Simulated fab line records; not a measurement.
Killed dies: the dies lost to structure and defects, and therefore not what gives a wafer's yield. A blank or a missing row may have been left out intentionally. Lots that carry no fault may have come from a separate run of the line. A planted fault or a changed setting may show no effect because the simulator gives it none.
Chamber matching -- flow nand harc -- 4 sister chambers for NHARC_A_BONDPAD_CMP_29 on cmp-03
The step polishes SiCN, target thk 200 nm. 8 wafers are shown with their chamber, then 7 later ones without.

== WAFERS PAIRED WITH THEIR CHAMBERS ==
wafer,chamber,motor current A (A),retaining ring pressure frac
L522.1,2,13.1,1.001
L524.1,0,12.6,1.003
L524.6,1,11.4,1.003
L527.2,3,11.7,1.004
L527.3,1,10.9,0.997
L527.5,0,12.0,0.999
L526.3,3,11.5,0.998
L526.4,2,13.1,0.993

== WAFERS WITH NO CHAMBER GIVEN ==
wafer,motor current A (A),retaining ring pressure frac
L526.6,11.2,1.002
L531.3,12.1,1.000
L531.4,12.2,0.999
L531.6,12.1,0.994
L544.4,11.3,1.001
L544.5,12.7,0.998
L544.6,12.2,0.996

== CHAMBER TAKEN BY EACH ==
wafer,from the rows above,in truth
L526.6,can't be placed: 1 or 3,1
L531.3,can't be placed: 0 or 3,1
L531.4,can't be placed: 0 or 3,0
L531.6,can't be placed: 0 or 3 or 2 or 1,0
L544.4,can't be placed: 1 or 3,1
L544.5,can't be placed: 2 or 0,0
L544.6,can't be placed: 0 or 3 or 2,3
Placed correctly: 0 of 7. Not placeable from these rows: 7 (in 6, the candidates include the true chamber). Number placed wrongly: 0.
How it was worked out, from the rows above alone: a wafer's distance from a chamber is the root of the sum, over the readings, of the square of ((its reading less the chamber's mean) divided by the reading's scatter). The wafer belongs to the nearest chamber; if the next one is less than 2 further off, it can't be placed. Each chamber's mean is taken over the wafers shown for it. The scatter is the square root of a quotient: the sum, over the shown wafers, of each reading's squared deviation from its chamber's mean, divided by wafers minus chambers.
